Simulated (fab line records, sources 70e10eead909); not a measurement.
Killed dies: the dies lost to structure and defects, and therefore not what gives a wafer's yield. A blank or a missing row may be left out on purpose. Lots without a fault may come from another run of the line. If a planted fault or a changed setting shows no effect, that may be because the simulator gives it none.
The tool behind it: which one? ; flow nand_harc ; 24 lots, 72 wafers sampled, at 4 steps of a route of 1159

== WHAT THE GAUGES READ, wafer by wafer ==
NHARC_A_WL_FILL_INSPECT_15. Usual: 374 for raw_defect_count, sd 120.
lot;measured;on;raw_defect_count;flag
L074;day 15 23:01;defect_inspect-01;321 262 258;
L075;day 16 09:35;defect_inspect-02;379 379 411;
L076;day 16 09:47;defect_inspect-01;291 290 255;
L077;day 16 17:11;defect_inspect-02;274 486 422;
L078;day 16 17:16;defect_inspect-01;338 249 304;
L079;day 17 13:22;defect_inspect-01;655 518 407;
L080;day 17 20:25;defect_inspect-01;319 319 378;
L081;day 18 03:38;defect_inspect-01;295 305 211;
L082;day 18 05:59;defect_inspect-02;355 393 700;
L083;day 18 10:43;defect_inspect-01;447 374 392;
L085;day 18 22:43;defect_inspect-01;587 402 808;
L086;day 19 03:32;defect_inspect-01;261 262 260;
L087;day 19 05:17;defect_inspect-02;418 549 448;
L089;day 19 11:08;defect_inspect-01;374 408 325;
L084;day 19 11:13;defect_inspect-02;299 266 414;
L088;day 19 19:57;defect_inspect-02;411 501 317;
L090;day 20 00:12;defect_inspect-02;482 475 430;
L091;day 20 12:22;defect_inspect-02;297 414 375;
L093;day 20 12:23;defect_inspect-01;348 365 265;
L094;day 20 16:43;defect_inspect-01;426 488 621;
L092;day 20 23:49;defect_inspect-02;437 382 454;
L097;day 21 20:56;defect_inspect-02;369 293 251;
L095;day 21 22:35;defect_inspect-01;201 297 340;
L096;day 22 01:13;defect_inspect-01;300 326 651;

NHARC_A_CONTACT_CD_MEAS_42 targets a cd of 200 nm. Usual: 200.1 nm for cd_nm, sd 0.44.
lot;measured;on;cd_nm (nm);flag
L074;day 16 02:55;cd_sem-03;200.6 200.3 200.6;
L075;day 16 14:47;cd_sem-03;200.3 200.2 200.0;
L076;day 16 15:15;cd_sem-02;200.2 200.6 200.1;
L077;day 16 21:40;cd_sem-03;200.2 199.4 199.5;
L078;day 16 21:30;cd_sem-02;199.3 200.0 199.4;
L079;day 17 16:53;cd_sem-01;200.4 200.8 200.7;
L080;day 18 01:59;cd_sem-03;199.6 200.6 199.9;
L081;day 18 09:51;cd_sem-03;199.9 199.7 199.9;
L082;day 18 11:54;cd_sem-02;199.8 200.0 200.3;
L083;day 18 14:22;cd_sem-03;199.4 200.3 200.1;
L085;day 19 03:30;cd_sem-02;199.7 200.2 200.3;
L086;day 19 07:40;cd_sem-03;200.5 200.6 199.7;
L087;day 19 09:07;cd_sem-03;199.9 199.7 200.0;
L089;day 19 14:46;cd_sem-02;199.5 200.1 200.3;
L084;day 19 15:10;cd_sem-01;199.9 199.6 200.8;
L088;day 20 00:05;cd_sem-01;199.9 198.9 199.5;
L090;day 20 04:45;cd_sem-03;199.5 200.4 200.1;
L091;day 20 17:01;cd_sem-01;200.4 200.5 200.8;
L093;day 20 18:32;cd_sem-02;200.6 200.5 200.0;
L094;day 20 21:53;cd_sem-03;200.3 199.9 200.4;
L092;day 21 05:35;cd_sem-03;199.8 199.6 199.0;
L097;day 22 00:36;cd_sem-02;200.2 199.5 200.3;
L095;day 22 02:47;cd_sem-01;200.2 199.8 199.8;
L096;day 22 04:49;cd_sem-02;200.3 199.5 200.5;

NHARC_A_CONTACT_INSPECT_44. Usual: 29 for raw_defect_count, sd 13.
lot;measured;on;raw_defect_count;flag
L074;day 16 03:02;defect_inspect-02;12 18 22;
L075;day 16 14:55;defect_inspect-02;27 20 22;
L076;day 16 15:23;defect_inspect-01;20 21 17;
L077;day 16 21:47;defect_inspect-01;18 24 9;
L078;day 16 21:38;defect_inspect-01;27 14 21;
L079;day 17 17:00;defect_inspect-01;38 36 32;
L080;day 18 02:06;defect_inspect-01;35 47 28;
L081;day 18 09:58;defect_inspect-02;14 13 10;
L082;day 18 12:01;defect_inspect-02;54 54 43;
L083;day 18 14:29;defect_inspect-01;17 18 10;
L085;day 19 03:38;defect_inspect-02;30 26 31;
L086;day 19 07:47;defect_inspect-02;23 23 27;
L087;day 19 09:14;defect_inspect-02;58 41 33;
L089;day 19 14:53;defect_inspect-01;48 44 43;
L084;day 19 15:18;defect_inspect-02;29 29 32;
L088;day 20 00:13;defect_inspect-01;8 11 9;
L090;day 20 04:53;defect_inspect-02;33 28 29;
L091;day 20 17:08;defect_inspect-02;34 31 33;
L093;day 20 18:40;defect_inspect-01;33 39 37;
L094;day 20 22:01;defect_inspect-01;35 32 26;
L092;day 21 05:44;defect_inspect-02;64 57 59;
L097;day 22 00:43;defect_inspect-02;33 44 43;
L095;day 22 02:54;defect_inspect-02;12 18 14;
L096;day 22 04:56;defect_inspect-01;44 38 44;

== TOOL THAT RAN EACH LOT (tool first, then ch and the chambers of the sampled wafers, then the start) ==
lot;NHARC_A_CONTACT_DEP_29
L074;pecvd-04 ch 0,1,2, day 16 02:20
L075;pecvd-02 ch 1,2, day 16 14:04
L076;pecvd-04 ch 0,1,2, day 16 14:31
L077;pecvd-02 ch 0,2, day 16 20:57
L078;pecvd-02 ch 0,1,2, day 16 20:48
L079;pecvd-01 ch 0,1,2, day 17 16:17
L080;pecvd-02 ch 0,1,2, day 18 01:17
L081;pecvd-02 ch 0,1,2, day 18 09:13
L082;pecvd-02 ch 1,2, day 18 11:18
L083;pecvd-02 ch 1,2, day 18 13:39
L085;pecvd-04 ch 0,1,2, day 19 02:55
L086;pecvd-04 ch 0,1,2, day 19 06:56
L087;pecvd-01 ch 0,1, day 19 08:23
L089;pecvd-01 ch 0,1,2, day 19 14:04
L084;pecvd-02 ch 0,1,2, day 19 14:26
L088;pecvd-04 ch 0,1,2, day 19 23:22
L090;pecvd-04 ch 0,1,2, day 20 04:02
L091;pecvd-02 ch 0,1,2, day 20 16:22
L093;pecvd-02 ch 0,1,2, day 20 17:49
L094;pecvd-01 ch 0,2, day 20 21:11
L092;pecvd-01 ch 0,2, day 21 04:51
L097;pecvd-01 ch 0,1, day 21 23:50
L095;pecvd-02 ch 0,1,2, day 22 02:05
L096;pecvd-01 ch 1,2, day 22 04:08
- NHARC_A_CONTACT_DEP_29: deposits SiON, target thk 70 nm.

== WHAT THE TOOLS THEMSELVES READ (means of the sampled wafers that have a number; where no wafer has one, the mark that the record gives instead) ==
NHARC_A_CONTACT_DEP_29. Usual: heater_power_w 785 W, standard deviation 58; rf_fwd_power_W 348.2 W, standard deviation 1.1.
lot;tool;heater_power_w (W);rf_fwd_power_W (W);flag
L074;pecvd-04;792;348.0;
L075;pecvd-02;789;347.6;
L076;pecvd-04;780;349.8;
L077;pecvd-02;799;346.7;
L078;pecvd-02;795;348.5;
L079;pecvd-01;763;347.4;
L080;pecvd-02;753;348.6;
L081;pecvd-02;791;349.0;
L082;pecvd-02;746;347.5;
L083;pecvd-02;753;348.0;
L085;pecvd-04;794;348.0;
L086;pecvd-04;821;349.6;
L087;pecvd-01;745;347.8;
L089;pecvd-01;716;349.0;
L084;pecvd-02;804;347.9;
L088;pecvd-04;826;348.9;
L090;pecvd-04;804;348.9;
L091;pecvd-02;758;348.5;
L093;pecvd-02;807;347.4;
L094;pecvd-01;789;347.7;
L092;pecvd-01;794;348.1;
L097;pecvd-01;715;348.2;
L095;pecvd-02;846;348.1;
L096;pecvd-01;745;348.9;

== THE ANSWER, worked out from the rows above alone ==
Rule: take the mean of a lot's wafers that have a number; if it is more than 3 standard deviations from the usual mean, the lot is off. Also off: a lot with no number at a reading for which 4 or more lots have one. Any other lot the step has rows for is counted as sound. First the gauges in route order, then the tools' own readings, where a lot's mean is used as printed above. The first step at which some lot is off is used, and at that step the reading that is off furthest; a lot without a number counts as furthest.
No lot is off at any reading shown: from this, nothing can be told.

== WHAT WAS PUT IN BY THE SIMULATOR ==
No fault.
